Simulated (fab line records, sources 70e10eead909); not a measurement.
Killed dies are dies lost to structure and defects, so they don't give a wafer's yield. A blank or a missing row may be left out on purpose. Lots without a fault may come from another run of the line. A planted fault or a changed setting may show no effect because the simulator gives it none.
fab line records | flow nand_harc
record lots=6 wafers=18 last_day=24
route steps=1159 shown P_M2@324 END@1159
lots that met no fault: from a run of the same line without faults
start_h: hours from the record's first day to the start of the lot's first wafer shown | wait_h: hours since the lot's step before | " the same as in the row above | L1.1+2: a row that stands for several wafers | - no value, or no start given | * or withheld: withheld | < > ~ a bound
route shown NAME@n: a module of which the file shows steps, and the number in the route of the first | usual: mean/standard deviation of fault-free wafers | same: alike in all rows | chamber/n: place in a boat | sites: the reading at each site | _std_site: their standard deviation | _edge_site: outer sites' mean less inner sites' | radius_mm: how far each site lies from the wafer's centre | mask NAME#n: copy n | behind: the tool/chamber that last shaped the wafer | hold: why the lot was held/for how many hours/how that ended | device: the transistor (n, p or np) that didn't switch | end of line: the same wafers' tests at the end of the route | a step without rows: its recipe alone | killed: dies lost to structure and defects at the first sort, not the wafer's yield | map: a wafer's dies, x killed, . not, _ none there
set.NAME: the setting as run; set.NAME@STEP: as run at that earlier step | model.NAME: the simulator's own value behind a step, which no gauge read
lots at some steps of the route; a table a step, a row a wafer
services: from which hour (start_h, from the record's first day; less than 0 if before it) a tool's chamber was out of use, for how many hours, and why
## steps
# step NHARC_P_M2_EBR_05
# step NHARC_P_M2_EXPOSE_06
# recipe na=1.35 target_cd_nm=170 dose_mj=80.78 mask_id=P_M2
# step NHARC_P_M2_PEB_07
# recipe peb_temp_c=100 peb_time_s=65
# step NHARC_P_M2_DEVELOP_08
# recipe develop_time_s=35 dev_temp_c=23
# step NHARC_P_M2_CD_MEAS_09
# recipe target_cd_nm=170 landing_energy_ev=500
# usual cd_nm=170.0/0.49
# columns lot.wafer tool chamber start_h wait_h cd_nm
L479.2 cd_sem-03 0 140.50 - 170.5
L479.4 " 0 " " 170.0
L479.5 " 0 " " 170.2
L489.3 cd_sem-02 0 201.88 - 170.1
L489.5 " 0 " " 170.5
L489.6 " 0 " " 170.8
L491.2 cd_sem-01 0 202.36 - 169.6
L491.3 " 0 " " 169.6
L491.6 " 0 " " 169.0
L492.1 cd_sem-02 0 218.49 - 170.8
L492.3 " 0 " " 170.5
L492.6 " 0 " " 170.3
L494.2 cd_sem-01 0 229.32 - 170.5
L494.4 " 0 " " 169.8
L494.5 " 0 " " 169.9
L497.1 cd_sem-03 0 244.78 - 170.3
L497.2 " 0 " " 170.4
L497.4 " 0 " " 170.2
# step NHARC_P_M2_OVL_MEAS_10
# recipe pitch_nm=340
# usual overlay_x_nm=0.1/0.97 overlay_y_nm=0.2/0.94
# columns lot.wafer tool chamber start_h wait_h overlay_x_nm overlay_y_nm
L479.2 overlay-01 - 140.58 - -0.1 0.4
L479.4 " - " " -0.4 0.7
L479.5 " - " " -0.1 0.7
L489.3 overlay-01 - 201.97 - -1.4 1.7
L489.5 " - " " -1.3 1.8
L489.6 " - " " -1.1 1.6
L491.2 overlay-02 - 202.45 - 0.0 0.1
L491.3 " - " " -0.1 0.1
L491.6 " - " " -0.3 -0.2
L492.1 overlay-02 - 218.58 - 2.3 1.7
L492.3 " - " " 2.7 1.6
L492.6 " - " " 2.8 1.5
L494.2 overlay-02 - 229.41 - 0.9 0.4
L494.4 " - " " 0.5 0.1
L494.5 " - " " 0.9 0.3
L497.1 overlay-01 - 244.87 - 1.2 -0.8
L497.2 " - " " 1.3 -0.8
L497.4 " - " " 0.9 -0.7
# step NHARC_P_M2_INSPECT_11
# usual raw_defect_count=3.8/2.4
# columns lot.wafer tool chamber start_h wait_h raw_defect_count
L479.2 defect_inspect-02 - 140.62 0.0 3
L479.4 " - " " 4
L479.5 " - " " 5
L489.3 defect_inspect-01 - 202.00 0.0 0
L489.5 " - " " 5
L489.6 " - " " 4
L491.2 defect_inspect-01 - 202.49 0.0 0
L491.3 " - " " 3
L491.6 " - " " 1
L492.1 defect_inspect-01 - 218.62 0.0 9
L492.3 " - " " 3
L492.6 " - " " 2
L494.2 defect_inspect-02 - 229.45 0.0 4
L494.4 " - " " 3
L494.5 " - " " 1
L497.1 defect_inspect-01 - 244.91 0.0 2
L497.2 " - " " 3
L497.4 " - " " 1
# step NHARC_P_M2_DESCUM_14
# recipe time_s=3 o2_flow_sccm=200 ar_flow_sccm=0 bias_power_w=0 chemistry=O2
# usual drypump_motor_current_A=6.0/0.39 oes_product_au=1.000/0.0082 rf_vpp_V=57.8/0.96 showerhead_plenum_p_Torr=1.94/0.059 throttle_valve_pct=11.311/0.0088
# columns lot.wafer tool chamber start_h wait_h drypump_motor_current_A oes_product_au rf_hours_counter_h rf_vpp_V showerhead_plenum_p_Torr throttle_valve_pct
L479.2 rie_diel-09 0 140.70 0.1 5.5 1.001 13 58.4 1.99 11.295
L479.4 " 1 " " 6.0 0.999 14 57.0 1.86 11.316
L479.5 " 2 " " 6.1 1.001 - 58.1 1.99 11.318
L489.3 rie_diel-12 1 202.06 0.1 5.6 0.996 6 57.1 1.92 11.298
L489.6 " 1 " " 5.6 1.001 - 55.1 1.92 11.314
L489.5 " 2 " " 6.5 1.013 - 58.7 1.91 11.311
L491.3 rie_diel-08 2 202.56 0.1 6.3 1.004 31 56.6 1.80 11.324
L491.2 " 3 " " 6.3 1.004 20 57.2 1.98 11.312
L491.6 " 2 " " 6.3 0.992 - 56.5 1.80 11.304
L492.3 rie_diel-12 3 218.68 0.1 5.5 1.027 0 56.7 1.91 11.315
L492.1 " 1 " " 5.6 0.995 0 57.4 1.92 11.302
L492.6 " 0 " " 6.3 0.995 - 58.2 2.03 11.304
L494.2 rie_diel-12 1 229.51 0.1 5.6 0.996 1 57.4 1.92 11.315
L494.4 " 2 " " 6.4 1.000 1 58.9 1.91 11.304
L494.5 " 1 " " 5.6 0.989 - 57.6 1.92 11.325
L497.1 rie_diel-12 1 244.97 0.1 5.6 0.986 2 56.5 1.92 11.310
L497.4 " 2 " " 6.4 1.006 2 57.1 1.91 11.296
L497.2 " 3 " " 5.5 1.002 2 57.3 1.91 11.311
# step NHARC_P_M2_ETCH_35
# recipe target_depth_a=400 overetch_a=120 time_s=43.94 ion_energy_ev=200 n2_flow_sccm=150 h2_flow_sccm=150 ar_flow_sccm=0 rf_w=400 bias_w=150 chemistry=N2/H2
# usual drypump_motor_current_A=6.0/0.39 oes_product_au=1.000/0.0079 rf_vpp_V=431.4/1.9 run_length_s=65.2/0.41 showerhead_plenum_p_Torr=2.07/0.063 throttle_valve_pct=14.172/0.0092
# columns lot.wafer tool chamber start_h wait_h drypump_motor_current_A oes_product_au rf_hours_counter_h rf_vpp_V run_length_s showerhead_plenum_p_Torr throttle_valve_pct
L479.4 rie_diel-09 3 140.76 0.1 6.3 1.003 12 428.9 64.9 2.01 14.182
L479.2 " 0 " " 5.4 1.007 13 434.4 64.6 2.12 14.174
L479.5 " 0 " " 5.5 1.006 - 433.0 64.9 2.12 14.157
L489.3 rie_diel-12 1 202.15 0.1 5.6 0.997 6 430.9 65.5 2.05 14.180
L489.6 " 0 " " 6.3 0.999 - 433.8 64.4 2.17 14.179
L489.5 " 1 " " 5.6 0.992 - 431.2 65.3 2.05 14.156
L491.3 rie_diel-08 2 202.63 0.1 6.3 0.993 31 428.7 65.2 1.92 14.173
L491.2 " 3 " " 6.3 1.007 20 432.2 65.1 2.11 14.174
L491.6 " 3 " " 6.4 0.996 - 431.5 65.1 2.11 14.155
L492.3 rie_diel-12 1 218.76 0.1 5.6 0.994 0 430.2 65.1 2.05 14.186
L492.1 " 2 " " 6.4 1.014 0 431.4 65.4 2.04 14.168
L492.6 " 2 " " 6.4 1.010 - 429.8 65.6 2.04 14.175
L494.2 rie_diel-12 2 229.59 0.1 6.5 1.007 1 429.2 65.3 2.04 14.170
L494.4 " 1 " " 5.6 0.988 1 431.4 65.2 2.05 14.168
L494.5 " 3 " " 5.5 1.004 - 431.3 65.2 2.04 14.180
L497.4 rie_diel-12 2 245.05 0.1 6.5 1.001 2 431.3 65.6 2.04 14.176
L497.1 " 0 " " 6.3 0.998 2 433.3 64.5 2.17 14.176
L497.2 " 1 " " 5.6 1.005 2 431.3 65.8 2.05 14.149
# step NHARC_P_M2_ETCH_15
# recipe target_depth_a=1825 time_s=91.2 c4f8_flow_sccm=withheld ar_flow_sccm=400 rf_w=600 bias_w=300 chemistry=C4F8/Ar
# usual oes_product_au=0.950/0.025 rf_vpp_V=442.0/2 run_length_s=112.4/0.43
# columns lot.wafer tool chamber start_h wait_h oes_product_au rf_hours_counter_h rf_vpp_V run_length_s
L479.4 rie_diel-09 0 - - 0.913 13 443.6 111.5
L479.2 " 1 " " 0.919 14 439.4 112.3
L479.5 " 3 " " 0.936 - 439.8 112.0
L489.3 rie_diel-12 0 - - 0.972 6 445.7 111.8
L489.5 " 2 " " 0.973 - 442.5 112.8
L489.6 " 3 " " 0.977 - 440.6 112.2
L491.3 rie_diel-08 0 - - 0.923 29 443.0 112.2
L491.2 " 1 " " 0.936 13 442.7 112.5
L491.6 " 0 " " 0.911 - 444.6 112.3
L492.3 rie_diel-12 1 - - 0.968 0 440.7 112.5
L492.1 " 2 " " 0.979 0 442.5 112.8
L492.6 " 0 " " 0.953 - 443.6 111.8
L494.2 rie_diel-12 1 - - 0.964 1 441.5 113.0
L494.4 " 0 " " 0.966 1 443.7 112.3
L494.5 " 1 " " 0.964 - 441.0 113.0
L497.2 rie_diel-12 0 - - 0.963 2 444.9 111.7
L497.1 " 1 " " 0.957 2 441.3 112.7
L497.4 " 3 " " 0.995 2 441.1 112.3
# step NHARC_P_M2_CD_MEAS_16
# usual cd_nm=170.1/0.65
# columns lot.wafer tool chamber start_h wait_h cd_nm
L479.2 cd_sem-01 - 140.99 - 171.4
L479.4 " - " " 170.9
L479.5 " - " " 170.5
L489.3 cd_sem-03 - 202.37 - 170.2
L489.5 " - " " 169.9
L489.6 " - " " 170.7
L491.2 cd_sem-02 - 202.96 - 169.3
L491.3 " - " " 169.9
L491.6 " - " " 169.5
L492.1 cd_sem-02 - 218.98 - 171.3
L492.3 " - " " 170.3
L492.6 " - " " 170.5
L494.2 cd_sem-01 - 229.81 - 170.5
L494.4 " - " " 169.9
L494.5 " - " " 169.7
L497.1 cd_sem-02 - 245.27 - 171.0
L497.2 " - " " 170.3
L497.4 " - " " 170.5
# step NHARC_P_M2_STRIP_18
# recipe power_w=1000 n2_flow_sccm=150 h2_flow_sccm=150 ar_flow_sccm=0 bias_w=0 chemistry=N2/H2
# usual drypump_motor_current_A=6.0/0.38 oes_product_au=1.000/0.0085 rf_vpp_V=90.9/0.96 showerhead_plenum_p_Torr=2.07/0.067 throttle_valve_pct=14.171/0.009
# columns lot.wafer tool chamber start_h wait_h drypump_motor_current_A oes_product_au rf_hours_counter_h rf_vpp_V showerhead_plenum_p_Torr throttle_valve_pct
L479.4 rie_diel-12 3 141.10 0.1 5.5 0.994 4 92.0 2.04 14.176
L479.2 " 0 " " 6.3 0.999 4 91.9 2.17 14.191
L479.5 " 2 " " 6.4 1.005 - 91.1 2.04 14.165
L489.3 rie_diel-09 2 202.55 0.2 6.1 0.996 25 91.8 2.12 14.157
L489.5 " 0 " " 5.4 0.995 - 90.7 2.12 14.178
L489.6 " 1 " " 6.0 0.996 - 88.5 1.97 14.162
L491.3 rie_diel-08 2 203.11 0.1 6.3 1.003 31 90.2 1.92 14.157
L491.2 " 0 " " 6.0 0.983 29 90.8 2.13 14.172
L491.6 " 3 " " 6.3 0.997 - 90.9 2.11 14.170
L492.1 rie_diel-12 0 219.08 0.1 6.3 0.990 0 90.6 2.17 14.168
L492.3 " 2 " " 6.4 0.996 0 92.1 2.04 14.160
L492.6 " 3 " " 5.5 1.005 - 88.9 2.04 14.170
L494.2 rie_diel-12 1 229.91 0.1 5.6 0.995 1 90.1 2.05 14.175
L494.4 " 2 " " 6.4 1.004 1 90.7 2.04 14.168
L494.5 " 1 " " 5.6 0.996 - 91.1 2.05 14.169
L497.2 rie_diel-09 0 245.38 0.1 5.4 1.001 31 92.0 2.12 14.169
L497.1 " 1 " " 6.0 0.999 31 90.0 1.97 14.182
L497.4 " 0 " " 5.4 1.003 - 91.7 2.12 14.169
# step NHARC_P_M2_ETCH_28
# recipe target_depth_a=300 over_etch_frac=0.3 time_s=72.99 ion_energy_ev=150 cf4_flow_sccm=50 n2_flow_sccm=100 ar_flow_sccm=150 rf_w=300 bias_w=100 chemistry=CF4/N2
# usual drypump_motor_current_A=6.0/0.38 oes_product_au=1.000/0.0093 rf_vpp_V=314.7/1.6 run_length_s=94.2/0.41 showerhead_plenum_p_Torr=2.66/0.079 throttle_valve_pct=19.795/0.0095
# columns lot.wafer tool chamber start_h wait_h drypump_motor_current_A oes_product_au rf_hours_counter_h rf_vpp_V run_length_s showerhead_plenum_p_Torr throttle_valve_pct
L479.4 rie_diel-12 3 141.32 - 5.5 0.988 4 314.6 94.2 2.63 19.798
L479.2 " 2 " " 6.4 0.999 4 315.3 94.5 2.63 19.795
L479.5 " 0 " " 6.3 0.982 - 315.9 93.6 2.78 19.797
L489.3 rie_diel-09 3 203.13 - 6.3 1.000 24 314.9 93.8 2.59 19.801
L489.6 " 2 " " 6.1 0.996 - 313.5 94.6 2.73 19.799
L489.5 " 3 " " 6.3 1.004 - 313.7 93.9 2.59 19.802
L491.2 rie_diel-08 3 203.50 - 6.3 1.000 21 316.4 94.6 2.71 19.779
L491.3 " 2 " " 6.3 1.003 32 311.2 94.2 2.48 19.809
L491.6 " 0 " " 6.0 0.975 - 315.8 94.3 2.73 19.783
L492.3 rie_diel-12 3 219.31 - 5.5 1.020 0 314.5 97.9 2.63 19.797
L492.1 " 1 " " 5.6 1.004 0 314.0 98.7 2.64 19.808
L492.6 " 2 " " 6.4 1.015 - 314.4 99.2 2.63 19.789
L494.4 rie_diel-12 3 230.16 - 5.5 1.013 1 314.3 98.4 2.63 19.803
L494.2 " 1 " " 5.6 0.992 1 314.2 98.7 2.64 19.786
L494.5 " 3 " " 5.5 1.000 - 313.8 98.0 2.63 19.787
L497.2 rie_diel-09 2 245.65 - 6.1 1.012 31 316.5 94.4 2.72 19.811
L497.1 " 0 " " 5.4 1.009 31 315.9 93.6 2.72 19.817
L497.4 " 2 " " 6.1 1.001 - 316.6 94.4 2.72 19.805
# step NHARC_P_M2_STRIP_19
# recipe time_s=600 temp_c=30 chemistry=post_etch_residue_remover
# step NHARC_END_SORT_01
# recipe temp_c=25
# usual defect_limited_yield=95.7/1.5 killed_at_array=26/9.9 killed_at_other=0.8/1 killed_at_periphery=2.8/2.2 killed_dies=29/9.9 killed_open=3.2/1.8 killed_short=2.1/1.4 sort_bin_2_pct=1.3/0.54 sort_bin_3_pct=0.23/0.2 sort_bin_4_pct=2.8/1 sort_n_pass=648/9.9 sort_rim_yield_pct=95/3.5 sort_yield_pct=95.7/1.5
# same gross_dies=677 sort_bin_5_pct[%]=0 sort_bin_6_pct[%]=0 sort_bin_7_pct[%]=0 sort_bin_8_pct[%]=0 sort_rim_n_gross=106.00
# columns lot.wafer tool chamber start_h wait_h defect_limited_yield[%] killed_at_array killed_at_other killed_at_periphery killed_dies killed_open killed_short sort_bin_2_pct[%] sort_bin_3_pct[%] sort_bin_4_pct[%] sort_n_pass sort_rim_yield_pct[%] sort_yield_pct[%]
L489.3 prober-02 0 519.05 3.1 95.4 29 0 2 31 4 1 1.3 0.30 3.0 646 97 95.4
L489.5 prober-02 0 520.65 3.7 97.0 19 0 1 20 4 1 1.0 0.15 1.8 657 98 97.0
L489.6 prober-02 0 521.44 4.0 95.0 32 0 2 34 3 3 1.9 0.44 2.7 643 98 95.0
L492.1 prober-02 0 525.24 2.5 95.0 26 0 8 34 5 0 2.1 0.30 2.7 643 91 95.0
L492.3 prober-02 0 526.82 3.1 96.2 24 0 2 26 2 2 1.6 0.30 1.9 651 92 96.2
L492.6 prober-02 0 529.19 4.0 95.0 30 0 4 34 1 3 1.5 0.59 3.0 643 98 95.0
L494.2 prober-01 0 541.50 2.8 93.6 43 0 0 43 3 1 2.1 0.15 4.1 634 89 93.6
L494.4 prober-01 0 543.08 3.4 91.1 53 2 5 60 7 0 3.1 0.15 5.6 617 92 91.1
L494.5 prober-01 0 543.87 3.7 95.4 29 2 0 31 1 1 1.6 0.44 2.5 646 90 95.4
# killed by level:class
L489.3 A_STAIRCASE:chamber_film_flake=8 A_M1:chamber_film_flake=6 A_SLIT:chamber_film_flake=6 A_CHANNEL_HOLE_D1:chamber_film_flake=5 P_CONTACT:geometric_particle:open=2 A_M0:geometric_particle:open=2 A_ONON_D1:geometric_particle:short=1 A_SGD_CUT:chamber_film_flake=1
L489.5 A_CHANNEL_HOLE_D1:chamber_film_flake=5 A_SLIT:chamber_film_flake=5 A_CONTACT:chamber_film_flake=3 A_CHANNEL_FILL_D1:geometric_particle:open=1 A_WL_FILL:geometric_particle:open=1 A_CONTACT:geometric_particle:open=1 A_BLC:geometric_particle:open=1 A_M0:geometric_particle:short=1
L489.6 A_CHANNEL_HOLE_D1:chamber_film_flake=9 A_STAIRCASE:chamber_film_flake=4 A_SLIT:chamber_film_flake=4 A_CONTACT:chamber_film_flake=4 A_M1:chamber_film_flake=4 P_GATE:geometric_particle:short=1 A_CHANNEL_HOLE_D1:geometric_particle:open=1 A_CHANNEL_FILL_D1:geometric_particle:open=1
L492.1 A_SLIT:chamber_film_flake=13 A_CONTACT:chamber_film_flake=5 P_CONTACT:chamber_film_flake=4 A_CHANNEL_HOLE_D1:chamber_film_flake=4 P_M0:geometric_particle:open=1 P_M1:geometric_particle:open=1 A_ONON_D1:geometric_particle:open=1 A_STAIRCASE:geometric_particle:open=1
L492.3 A_SLIT:chamber_film_flake=8 A_CHANNEL_HOLE_D1:chamber_film_flake=4 A_STAIRCASE:chamber_film_flake=3 A_WL_FILL:chamber_film_flake=3 A_CONTACT:chamber_film_flake=3 P_M1:geometric_particle:short=1 A_ONON_D1:geometric_particle:short=1 A_CONTACT:geometric_particle:open=1
L492.6 A_SLIT:chamber_film_flake=18 A_CHANNEL_HOLE_D1:chamber_film_flake=5 A_CONTACT:chamber_film_flake=4 P_CONTACT:geometric_particle:short=2 A_WL_FILL:chamber_film_flake=2 P_CONTACT:geometric_particle:open=1 A_CONTACT:geometric_particle:short=1 P_CONTACT:chamber_film_flake=1
L494.2 A_CHANNEL_HOLE_D1:chamber_film_flake=13 A_SLIT:chamber_film_flake=13 A_STAIRCASE:chamber_film_flake=10 A_CONTACT:geometric_particle:open=2 A_CONTACT:chamber_film_flake=2 A_CONTACT:geometric_particle:short=1 A_M0:geometric_particle:open=1 A_WL_FILL:chamber_film_flake=1
L494.4 A_CHANNEL_HOLE_D1:chamber_film_flake=21 A_SLIT:chamber_film_flake=16 A_STAIRCASE:chamber_film_flake=8 A_CONTACT:chamber_film_flake=5 P_CONTACT:geometric_particle:open=4 THIN_TSV:chamber_film_flake=2 A_CONTACT:geometric_particle:open=1 A_BLC:geometric_particle:open=1
L494.5 A_SLIT:chamber_film_flake=13 A_CHANNEL_HOLE_D1:chamber_film_flake=11 A_CONTACT:chamber_film_flake=3 THIN_TSV:chamber_film_flake=2 A_SOURCE_PLATE:geometric_particle:short=1 A_CHANNEL_HOLE_D1:geometric_particle:open=1
## services
# columns tool chamber start_h hours kind
rie_diel-08 - 124.80 9.0 pm
rie_diel-12 0 132.40 - clean
rie_diel-12 1 132.40 - clean
rie_diel-12 2 132.40 - clean
rie_diel-12 3 132.40 - clean
rie_diel-08 1 136.12 32.4 repair
rie_diel-12 - 149.33 0.8 repair
rie_diel-08 3 151.84 16.2 repair
rie_diel-12 0 156.90 - clean
rie_diel-12 1 156.90 - clean
rie_diel-12 2 156.90 - clean
rie_diel-12 3 156.90 - clean
rie_diel-12 3 178.82 2.8 repair
rie_diel-12 0 181.40 - clean
rie_diel-12 1 181.40 - clean
rie_diel-12 2 181.40 - clean
rie_diel-12 - 202.40 9.0 pm
rie_diel-12 0 202.40 9.0 vent_cycle
rie_diel-12 1 202.40 9.0 vent_cycle
rie_diel-12 2 202.40 9.0 vent_cycle
rie_diel-12 3 202.40 9.0 vent_cycle
rie_diel-12 0 211.40 - clean
rie_diel-12 1 211.40 - clean
rie_diel-09 3 242.61 15.4 repair
## key
first_sign step=NHARC_P_M2_ETCH_28 reading=run_length_s direction=up sigmas=10 usual=* struck=*
effect none on later readings
met_at NHARC_P_M2_ETCH_28
struck_wafers L492.1,L492.3,L492.6,L494.2,L494.4,L494.5
onset_between 141.32 219.31
fault kind=process_parameter_drift tool=rie_diel-12 chamber=- onset_h=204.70 steps=NHARC_P_M2_ETCH_28 channel=time_s offset=* shape=step end_h=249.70 acts_in=* stated=*
